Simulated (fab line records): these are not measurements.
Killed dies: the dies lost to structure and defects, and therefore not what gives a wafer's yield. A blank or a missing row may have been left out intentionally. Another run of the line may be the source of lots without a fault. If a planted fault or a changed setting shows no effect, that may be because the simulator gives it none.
Matching of chambers + flow n5-finfet + 4 sister chambers for N5_BEOL_M7_ALD_77 on ald-metal-04
The step deposits TaN, target thk 2 nm, pulse time 2 s, purge time 3 s. 8 wafers are shown with their chamber, then 10 later ones without.

WAFERS WITH THEIR CHAMBER
| wafer  | chamber | heater-power-w (W) |
|--------|---------|--------------------|
| L077.6 | 3       | 401                |
| L080.1 | 3       | 404                |
| L080.3 | 2       | 369                |
| L084.3 | 1       | 415                |
| L084.4 | 2       | 377                |
| L084.5 | 0       | 383                |
| L085.1 | 1       | 420                |
| L085.4 | 0       | 382                |

WAFERS MISSING THEIR CHAMBER
| wafer  | heater-power-w (W) |
|--------|--------------------|
| L085.5 | 409                |
| L087.3 | 372                |
| L087.4 | 377                |
| L087.6 | 360                |
| L090.3 | 399                |
| L090.4 | 381                |
| L090.6 | 415                |
| L095.1 | 385                |
| L095.3 | 415                |
| L095.4 | 375                |

WHICH CHAMBER EACH WENT THROUGH
| wafer  | from the rows above     | in truth                   |
|--------|-------------------------|----------------------------|
| L085.5 | can't be placed: 3 or 1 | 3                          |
| L087.3 | 2                       | 2                          |
| L087.4 | can't be placed: 2 or 0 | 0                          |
| L087.6 | 2                       | 2                          |
| L090.3 | 3                       | 3                          |
| L090.4 | can't be placed: 0 or 2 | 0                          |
| L090.6 | 1                       | 1                          |
| L095.1 | 0                       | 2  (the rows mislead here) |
| L095.3 | 1                       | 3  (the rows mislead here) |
| L095.4 | can't be placed: 2 or 0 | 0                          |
4 of 10 placed correctly. From these rows, 4 cannot be placed; in 4 the true chamber is one of the candidates. Placed wrongly: 2.
How it was worked out, from the rows above alone: a wafer's distance from a chamber is the root of the sum, over the readings, of the square of ((its reading less the chamber's mean) divided by the reading's scatter). The wafer belongs to the nearest chamber; if the next one is less than 2 further off, it can't be placed. Each chamber's mean is taken over the wafers shown for it. The scatter is the square root of a quotient: the sum, over the shown wafers, of each reading's squared deviation from its chamber's mean, divided by wafers minus chambers.
